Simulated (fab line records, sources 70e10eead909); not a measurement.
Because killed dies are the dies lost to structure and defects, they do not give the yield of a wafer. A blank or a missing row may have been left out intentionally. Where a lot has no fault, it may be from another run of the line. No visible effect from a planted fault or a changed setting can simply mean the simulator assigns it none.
What tool caused it? | flow nandHarc | Sampling: 14 lots, 42 wafers, 5 of 1302 route steps

## WHAT THE GAUGES READ, wafer by wafer
NHARC_P_ZERO_WELL_CD_MEAS_37 targets a cd of 720 nm. Usual: cdNm at 719.7 nm, with a standard deviation of 1.5.
lot  | measured     | on       | cdNm (nm)         | flag
L780 | day 2 00:06  | cdSem-01 | 718.6 718.3 719.7 | 
L781 | day 2 10:13  | cdSem-03 | 722.0 721.1 720.4 | 
L783 | day 3 06:01  | cdSem-02 | 718.1 717.7 719.3 | 
L784 | day 3 16:17  | cdSem-03 | 720.2 720.8 721.0 | 
L785 | day 4 01:51  | cdSem-01 | 719.5 719.8 719.1 | 
L786 | day 4 12:41  | cdSem-01 | 720.6 719.8 719.1 | 
L787 | day 4 22:22  | cdSem-02 | 721.3 721.3 722.1 | 
L788 | day 5 07:53  | cdSem-03 | 719.7 719.7 719.0 | 
L791 | day 6 13:58  | cdSem-02 | 724.3 723.6 722.7 | 
L799 | day 9 22:25  | cdSem-03 | 720.7 720.5 721.5 | 
L800 | day 10 08:07 | cdSem-03 | 722.5 720.3 719.7 | 
L801 | day 10 18:14 | cdSem-01 | 719.4 719.0 717.8 | 
L802 | day 11 04:10 | cdSem-03 | 719.1 719.4 717.4 | 
L803 | day 11 14:05 | cdSem-03 | 719.6 719.6 720.4 | 

NHARC_P_GATE_INSPECT_28. Usual: rawDefectCount at 6, with a standard deviation of 3.3.
lot  | measured     | on               | rawDefectCount | flag
L780 | day 5 09:45  | defectInspect-02 | 2 6 3          | 
L781 | day 5 10:33  | defectInspect-02 | 5 18 10        | 
L783 | day 6 05:03  | defectInspect-02 | 9 4 4          | 
L784 | day 6 18:16  | defectInspect-02 | 9 5 9          | 
L785 | day 7 03:32  | defectInspect-02 | 5 1 3          | 
L786 | day 7 14:23  | defectInspect-02 | 8 6 10         | 
L787 | day 7 23:57  | defectInspect-02 | 3 3 3          | 
L788 | day 8 17:04  | defectInspect-01 | 5 11 11        | 
L791 | day 10 00:31 | defectInspect-01 | 11 7 8         | 
L799 | day 13 00:58 | defectInspect-01 | 5 7 7          | 
L800 | day 13 13:16 | defectInspect-02 | 7 11 7         | 
L801 | day 13 13:25 | defectInspect-01 | 7 7 2          | 
L802 | day 14 03:22 | defectInspect-02 | 11 2 2         | 
L803 | day 14 14:50 | defectInspect-01 | 4 8 9          | 

NHARC_END_SORT_01. Usual: killedAtArray 61, standard deviation 23; killedAtOther 1.3, standard deviation 1.4; killedAtPeriphery 4.0, standard deviation 2.6; killedDies 66, standard deviation 22; killedOpen 3.4, standard deviation 1.8; killedShort 2.3, standard deviation 1.4.
lot  | measured     | on        | killedAtArray | killedAtOther | killedAtPeriphery | killedDies  | killedOpen | killedShort | flag
L787 | day 27 04:28 | prober-01 | 106 111 114   | 2 1 2         | 569 565 561       | 677 677 677 | 3 2 2      | 3 3 4       | OFF

## TOOL THAT RAN EACH LOT (tool first, then ch and the chambers of the sampled wafers, then the start)
lot  | NHARC_P_GATE_OXIDE_02                                         | NHARC_P_GATE_ETCHBACK_37
L780 | furnace-06 ch 0, day 4 11:53                                  | rieDiel-12 ch 1,2,3, no start
L781 | furnace-03 ch 0, day 4 15:17                                  | rieDiel-06 ch 0,1, no start
L783 | furnace-04 ch 0, day 5 08:53                                  | rieDiel-12 ch 1,2,3, no start
L784 | furnace-04 ch 0, day 5 21:29                                  | rieDiel-05 ch 1,2,3, no start
L785 | furnace-04 ch 0, day 6 08:44                                  | rieDiel-12 ch 0,1,2, no start
L786 | furnace-04 ch 0, day 6 19:07                                  | rieDiel-06 ch 0,2, no start
L787 | furnace-03 ch 0, day 7 04:17 and furnace-04 ch 0, day 7 08:52 | rieDiel-12 ch 1,2,3, day 27 04:28 or earlier
L788 | furnace-06 ch 0, day 7 21:05                                  | rieDiel-06 ch 0,1,3, no start
L791 | furnace-03 ch 0, day 9 00:16                                  | rieDiel-12 ch 0,2, no start
L799 | furnace-04 ch 0, day 12 05:34                                 | rieDiel-05 ch 0,1,2, no start
L800 | furnace-03 ch 0, day 12 18:05                                 | rieDiel-12 ch 0,1,2, no start
L801 | furnace-03 ch 0, day 12 18:05                                 | rieDiel-12 ch 0,1,3, no start
L802 | furnace-06 ch 0, day 13 04:55                                 | rieDiel-05 ch 0,3, no start
L803 | furnace-04 ch 0, day 13 16:14                                 | rieDiel-06 ch 0,1,3, no start
- NHARC_P_GATE_OXIDE_02: material SiO2, target thk 37.5 nm, ox time 365 s.
- NHARC_P_GATE_ETCHBACK_37: etches the open film in CHF3/O2, target depth 34.5 nm, time 17.2 s.

## WHAT THE TOOLS THEMSELVES READ (means of the sampled wafers that have a number; where no wafer has one, the mark that the record gives instead)
NHARC_P_GATE_ETCHBACK_37. Usual: drypumpMotorCurrentA 5.7 A, standard deviation 0.47; oesProductAu 0.94 a.u., standard deviation 0.034; rfVppV 370.1 V, standard deviation 2.4; showerheadPlenumPTorr 2.38 Torr, standard deviation 0.11; throttleValvePct 20.572 %, standard deviation 0.0095.
lot  | tool       | drypumpMotorCurrentA (A) | oesProductAu (a.u.) | rfVppV (V) | showerheadPlenumPTorr (Torr) | throttleValvePct (%) | flag
L780 | rieDiel-12 | 5.8                      | 1.00                | 368.5      | 2.33                         | 20.572               | 
L781 | rieDiel-06 | 5.9                      | 0.92                | 370.9      | 2.42                         | 20.564               | 
L783 | rieDiel-12 | 5.8                      | 0.92                | 369.6      | 2.32                         | 20.575               | 
L784 | rieDiel-05 | 5.1                      | 0.92                | 370.5      | 2.40                         | 20.567               | 
L785 | rieDiel-12 | 5.7                      | 0.93                | 368.0      | 2.32                         | 20.567               | 
L786 | rieDiel-06 | 6.3                      | 0.92                | 369.5      | 2.31                         | 20.573               | 
L787 | rieDiel-12 | 5.8                      | 0.93                | 369.0      | 2.32                         | 20.580               | 
L788 | rieDiel-06 | 5.6                      | 0.91                | 372.3      | 2.47                         | 20.567               | 
L791 | rieDiel-12 | 5.9                      | 0.93                | 367.9      | 2.28                         | 20.572               | 
L799 | rieDiel-05 | 5.2                      | 0.92                | 372.6      | 2.48                         | 20.571               | 
L800 | rieDiel-12 | 5.7                      | 0.93                | 368.2      | 2.31                         | 20.572               | 
L801 | rieDiel-12 | 5.8                      | 0.93                | 369.7      | 2.34                         | 20.565               | 
L802 | rieDiel-05 | 5.2                      | 0.94                | 370.1      | 2.38                         | 20.568               | 
L803 | rieDiel-06 | 5.6                      | 0.92                | 371.8      | 2.47                         | 20.571               | 

## THE ANSWER, worked out from the rows above alone
Rule: lot off if the mean of its wafers having a number is beyond 3 standard deviations from the usual mean. Also off: a lot with no number at a reading for which 4 or more lots have one. All remaining lots with rows at the step are treated as sound. First the gauges in route order, then the tools' own readings, where a lot's mean is used as printed above. The first step at which some lot is off is used, and at that step the reading that is off furthest; a lot without a number counts as furthest.
Off, at NHARC_END_SORT_01 on killedAtPeriphery: L787. Neither off nor sound, because the step has no rows for them: L780, L781, L783, L784, L785, L786, L788, L791, L799, L800, L801, L802, L803.
A tool fits if, at a process step before that reading, it ran every lot that is off, and no sound lot after the first of them. The gauges at NHARC_END_SORT_01 are tried like those tools. With no start given for some of its lots, NHARC_P_GATE_ETCHBACK_37 uses the hours and lot order of NHARC_END_SORT_01. Can't be told from this: 4 tools fit, furnace-03 at NHARC_P_GATE_OXIDE_02, furnace-04 at NHARC_P_GATE_OXIDE_02, rieDiel-12 at NHARC_P_GATE_ETCHBACK_37, prober-01 at NHARC_END_SORT_01.

## WHAT WAS PUT IN BY THE SIMULATOR
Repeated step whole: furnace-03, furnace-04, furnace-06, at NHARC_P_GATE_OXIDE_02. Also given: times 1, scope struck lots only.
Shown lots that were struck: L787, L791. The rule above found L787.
